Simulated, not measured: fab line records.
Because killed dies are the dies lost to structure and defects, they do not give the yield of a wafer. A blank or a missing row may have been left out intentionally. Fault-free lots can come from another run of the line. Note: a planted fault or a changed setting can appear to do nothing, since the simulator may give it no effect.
A struck lot beside a sound one || flow nand harc || 14 out of 1159 route steps
Sound: the wafers L317.3, L317.5, L317.6. Struck: wafers L331.1, L331.6. (L331.3 of the same lot was not struck and is left out.) The cause comes at the end.
Each step with rows lists, per side, the tool, then ch with its chambers, then its first start. Under that, the readings that differ: sound wafers || struck wafers || difference of the means || sigmas: that difference in standard deviations of wafers without a fault.
alike: same words and numbers on both sides, and readings whose means sit less than 2 such deviations apart. not compared: any withheld reading, any reading some wafer has no value for, any bound like >300 that may hide the same value, and any number with overlapping values for which the record gives no deviation.
A row with sigmas, a row that says differs or no value, or rows on one side alone: a step with any of these is where the two part. Non-overlapping numbers with no deviation appear without sigmas and do not part them. A reading missing from all wafers of one side parts the sides only when that side holds two or more wafers.

first, 8 steps without rows for these wafers: NHARC_P_GATE_DEHYDRATE_18 (time 120 s); NHARC_P_GATE_HMDS_19 (time 30 s); NHARC_P_GATE_COAT_20 (resist thk 90 nm); NHARC_P_GATE_SOFTBAKE_21 (time 55 s); NHARC_P_GATE_EBR_22; NHARC_P_GATE_EXPOSE_23 (exposes mask P GATE, target cd 120 nm); NHARC_P_GATE_PEB_24 (peb time 65 s); NHARC_P_GATE_DEVELOP_25 (develop time 35 s).
NHARC_P_GATE_CD_MEAS_26 targets a cd of 120 nm.
  sound on cd sem-03 ch 0, day 4 17:25; struck on cd sem-01 ch 0, day 8 10:16
  alike: cd nm
NHARC_P_GATE_OVL_MEAS_27:
  sound on overlay-01 at day 4 17:31; struck on overlay-02 at day 8 10:21
  alike: overlay x nm, overlay y nm
NHARC_P_GATE_INSPECT_28:
  sound on defect inspect-02 at day 4 17:32; struck on defect inspect-02 at day 8 10:23
  alike: raw defect count
NHARC_P_GATE_DESCUM_31: chemistry O2, time 3 s.
  sound on rie diel-06 ch 0,1,2, day 4 17:38; struck on rie diel-11 ch 2,3, day 8 10:27
  alike: drypump motor current A, oes product au, rf vpp V, showerhead plenum p Torr, throttle valve pct
  not compared: rf hours counter h
NHARC_P_GATE_ETCH_104: etches the open film in CF4/CHF3, target depth 60 nm.
  sound on rie diel-06 ch 1,2, day 4 17:44; struck on rie diel-11 ch 1,3, day 8 10:32
{"reading": "oes product au (a.u.)", "sound": "0.939 0.948 0.934", "struck": "0.684 0.685", "difference": -0.256, "sigmas": -13}
  alike: drypump motor current A, rf vpp V, showerhead plenum p Torr, throttle valve pct
  not compared: model.P_GATE.cd nm
NHARC_P_GATE_HM_OPEN_105: chemistry O2/COS, target depth 360 nm.
  sound on rie diel-06 ch 0,1; struck on rie diel-11 ch 2,3
{"reading": "showerhead plenum p Torr (Torr)", "sound": "3.07 2.95 3.07", "struck": "3.33 3.26", "difference": "+0.27", "sigmas": "+2"}
  alike: drypump motor current A, oes product au, rf vpp V, throttle valve pct
  not compared: rf hours counter h

WHERE THEY PART
Last at NHARC_P_GATE_HM_OPEN_105 as far as this record goes, first at NHARC_P_GATE_ETCH_104.

WHY: what the simulator had put in
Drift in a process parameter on rie diel-11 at NHARC_P_GATE_ETCH_104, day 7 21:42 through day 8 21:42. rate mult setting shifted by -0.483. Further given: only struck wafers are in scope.
